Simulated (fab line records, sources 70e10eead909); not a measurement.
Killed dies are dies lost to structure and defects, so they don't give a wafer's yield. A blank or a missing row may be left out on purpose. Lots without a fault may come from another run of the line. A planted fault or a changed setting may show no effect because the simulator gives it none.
A struck lot beside a sound one | flow nand_harc | 14 steps out of a route of 1302
Sound: wafers L761.2, L761.4, L761.6. Struck: wafers L759.4, L759.5, L759.6. The cause comes at the end.
At each step with rows: each side's tool, then ch and its chambers, then its first start. Under that, the readings that differ: sound wafers | struck wafers | difference of the means | sigmas: that difference in standard deviations of wafers without a fault.
alike: readings whose means differ by less than 2 such deviations, and words and numbers that are the same on both sides. not compared: withheld readings, readings that some wafer has no value for, bounds like >300 that may hide the same value, and numbers for which the record gives no deviation and whose values overlap.
The two part at a step that has a row with sigmas, a row that says differs or no value, or rows on one side only. Numbers that don't overlap but have no deviation are shown without sigmas and don't part them. A reading that every wafer of one side lacks parts them only if that side has two wafers or more.

first, 4 steps without rows for these wafers: NHARC_P_ZERO_WELL_EBR_48; NHARC_P_ZERO_WELL_EXPOSE_49 (exposes mask P HVPW, target cd 2000 nm); NHARC_P_ZERO_WELL_PEB_50 (peb time 85 s); NHARC_P_ZERO_WELL_DEVELOP_51 (time 70 s).
NHARC_P_ZERO_WELL_CD_MEAS_52: target cd 2000 nm.
  sound on cd_sem-02 ch 0, day 8 07:53; struck on cd_sem-02 ch 0, day 7 11:56
  alike: cd_nm
then, 1 step without rows for these wafers: NHARC_P_ZERO_WELL_HARDBAKE_53 (time 80 s).
NHARC_P_ZERO_WELL_DESCUM_54: chemistry O2, time 3 s.
  sound on rie_diel-03 ch 0,2, day 8 08:17; struck on rie_diel-03 ch 1,2,3, day 7 12:06
  alike: drypump_motor_current_A, o2_flow_sccm, oes_product_au, rf_vpp_V, showerhead_plenum_p_Torr, throttle_valve_pct
  not compared: rf_hours_counter_h
then, 5 steps without rows for these wafers: NHARC_P_ZERO_WELL_IMPLANT_55; NHARC_P_ZERO_WELL_IMPLANT_61; NHARC_P_ZERO_WELL_STRIP_56 (strips in SPM, time 840 s); NHARC_P_ZERO_WELL_PRECLEAN_68 (cleans in SC1, time 60 s); NHARC_P_ZERO_WELL_SRD_69.
NHARC_P_ZERO_WELL_RTA_42: time 300 s.
  sound on rtp_anneal-01 ch 0, day 8 09:23; struck on rtp_anneal-02, day 7 13:23
  no value came back on the struck wafers for any of 8 readings (anneal_temp_c_max, lamp_power_pct (%) and others); on the sound wafers anneal_temp_c_max reads 1103.6 1103.8 1102.6
NHARC_P_ZERO_WELL_INSPECT_43:
  sound on defect_inspect-02, day 8 09:56; struck on defect_inspect-02, day 7 13:44
  alike: raw_defect_count

WHERE THEY PART
Only at NHARC_P_ZERO_WELL_RTA_42, within this record. Later steps at which nothing parts them and some readings are alike: NHARC_P_ZERO_WELL_INSPECT_43.

WHY: what the simulator had put in
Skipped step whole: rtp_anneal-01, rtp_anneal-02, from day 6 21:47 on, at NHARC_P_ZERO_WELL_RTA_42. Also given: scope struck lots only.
